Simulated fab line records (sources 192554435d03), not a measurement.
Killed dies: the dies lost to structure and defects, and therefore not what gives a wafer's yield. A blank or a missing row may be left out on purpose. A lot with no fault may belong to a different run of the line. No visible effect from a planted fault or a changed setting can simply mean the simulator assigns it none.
Split-lot experiment	flow n5-finfet	39 wafers read from 7 lots, route of 1938 steps

## SPLIT DETAILS
At N5_SD_EPI_P_SD_RECESS_17 (chemistry HBr/Cl2/O2, target depth 39.1 nm, bt time 3 s), the setting target-depth-a was moved away from the recipe's 391 angstrom on 15 of the 39 wafers read, by -8.0% to +4.2%. The other wafers ran this setting at the recipe's value.

The reading comes from the split's own step.

## THE READING
SD_EPI_P.feature-depth-nm (the simulator's own value, which no gauge read), in nm, at N5_SD_EPI_P_SD_RECESS_17 (chemistry HBr/Cl2/O2, target depth 39.1 nm, bt time 3 s). The file does not state a usual value for it. The 24 wafers here that ran the recipe average 38.7 nm, standard deviation 0.44 nm.

wafer	tool, chamber at the split	target-depth-a as run, angstrom	against the recipe	SD_EPI_P.feature-depth-nm, nm	against lot-mates on the recipe
L074.1	rie-si-01, 2	391	recipe	38.6	-
L074.2	rie-si-01, 0	401	+2.6%	39.4	+1.0
L074.3	rie-si-01, 1	401	+2.6%	39	+0.6
L074.4	rie-si-01, 0	391	recipe	38.4	-
L074.5	rie-si-01, 2	391	recipe	38.2	-
L074.6	rie-si-01, 1	401	+2.6%	39	+0.6
L076.1	rie-si-02, 3	407.6	+4.2%	40.6	+2.0
L076.2	rie-si-02, 1	407.6	+4.2%	40.8	+2.2
L076.3	rie-si-02, 0	391	recipe	38.6	-
L076.4	rie-si-02, 2	391	recipe	38	-
L076.5	rie-si-02, 1	391	recipe	39.2	-
L076.6	rie-si-02, 2	407.6	+4.2%	39.8	+1.2
L079.1	rie-si-02, 3	359.6	-8.0%	36	-2.9
L079.2	rie-si-02, 0	359.6	-8.0%	35.2	-3.7
L079.3	rie-si-02, 1	391	recipe	39.2	-
L079.4	rie-si-02, 2	391	recipe	38.6	-
L079.5	rie-si-02, 2	359.6	-8.0%	35.4	-3.5
L079.6	rie-si-02, 3	391	recipe	39	-
L080.1	rie-si-02, 1	404.6	+3.5%	40.4	+1.4
L080.2	rie-si-02, 0	404.6	+3.5%	39.6	+0.6
L080.3	rie-si-02, 2	391	recipe	38.6	-
L080.4	rie-si-02, 3	391	recipe	39.2	-
L080.5	rie-si-02, 0	404.6	+3.5%	39.4	+0.4
L080.6	rie-si-02, 1	391	recipe	39.2	-
L086.1	rie-si-03, 0	391	recipe	39	-
L086.2	rie-si-03, 3	391	recipe	38.2	-
L086.4	rie-si-03, 1	391	recipe	38	-
L088.1	rie-si-01, 3	391	recipe	38.4	-
L088.2	rie-si-01, 1	391	recipe	38.2	-
L088.3	rie-si-01, 0	391	recipe	38.2	-
L088.4	rie-si-01, 2	391	recipe	39	-
L088.5	rie-si-01, 3	391	recipe	38.4	-
L088.6	rie-si-01, 2	391	recipe	39.2	-
L094.1	rie-si-03, 0	391	recipe	39.6	-
L094.2	rie-si-03, 3	391	recipe	38.6	-
L094.3	rie-si-03, 1	363.2	-7.1%	35.8	-3.3
L094.4	rie-si-03, 2	391	recipe	39	-
L094.5	rie-si-03, 2	363.2	-7.1%	36.2	-2.9
L094.6	rie-si-03, 1	363.2	-7.1%	35.8	-3.3

FIT RESULTS
A straight line over all 39 wafers: SD_EPI_P.feature-depth-nm changes by +0.375 nm for each +1% of target-depth-a; r = +0.95; the points scatter about the line by 0.44 nm.
The same after taking each lot's own level away (the mean of its wafers on the recipe; 39 wafers): +0.405 nm for each +1%; r = +0.96; scatter 0.41 nm.
Per that fit: largest target-depth-a move, reading shift of 3.3 nm.
The lots' own levels span 38.40 to 39.07 nm, that is 1.5 times the standard deviation above.
So the lot-to-lot level changes the slope little: the two slopes agree.
Check: with one of the wafers moved furthest among these (-8.0%) left out of the fit, the line predicts -3.42 nm for it against its lot-mates. Against them it came out at -2.93 nm.

## FURTHER SPLITS ON THESE WAFERS
Other splits were also applied to these wafers ahead of the reading. Each is held against what the fit with the lots' levels taken away leaves over:
other split on the same wafers	wafers away from the commonest value	r with SD_EPI_P.feature-depth-nm (lot level and that fit taken away)
N5_DUMMY_GATE_HM_DEP_06 target-thk-a	30	-0.03
N5_DUMMY_GATE_ETCH_31 target-depth-a	12	-0.14
N5_DUMMY_GATE_ETCH_32 time-s	12	-0.28
N5_SPACER0_ALD_07 target-thk-a	15	-0.01
N5_SD_EPI_N_EXPOSE_06 dose-mj	15	+0.08
N5_SD_EPI_N_EPI_21 pressure-torr	33	+0.02

## THE WHOLE CHAIN: every reading that the file lists as answering this split, in the file's order
step	what it does	reading	change (the file's fit)	r (the file's)
N5_SD_EPI_P_SD_RECESS_17	chemistry HBr/Cl2/O2, target depth 39.1 nm, bt time 3 s	etch.depth-nm (the simulator's own value, which no gauge read)	+0.41 nm for each +1% of the setting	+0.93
N5_SD_EPI_P_SD_RECESS_17	chemistry HBr/Cl2/O2, target depth 39.1 nm, bt time 3 s	SD_EPI_P.feature-depth-nm (the simulator's own value, which no gauge read)	+0.408 nm for each +1% of the setting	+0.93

## THE FILE'S OWN FIT
SD_EPI_P.feature-depth-nm changes by +0.408 nm for each +1% of target-depth-a, r = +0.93.
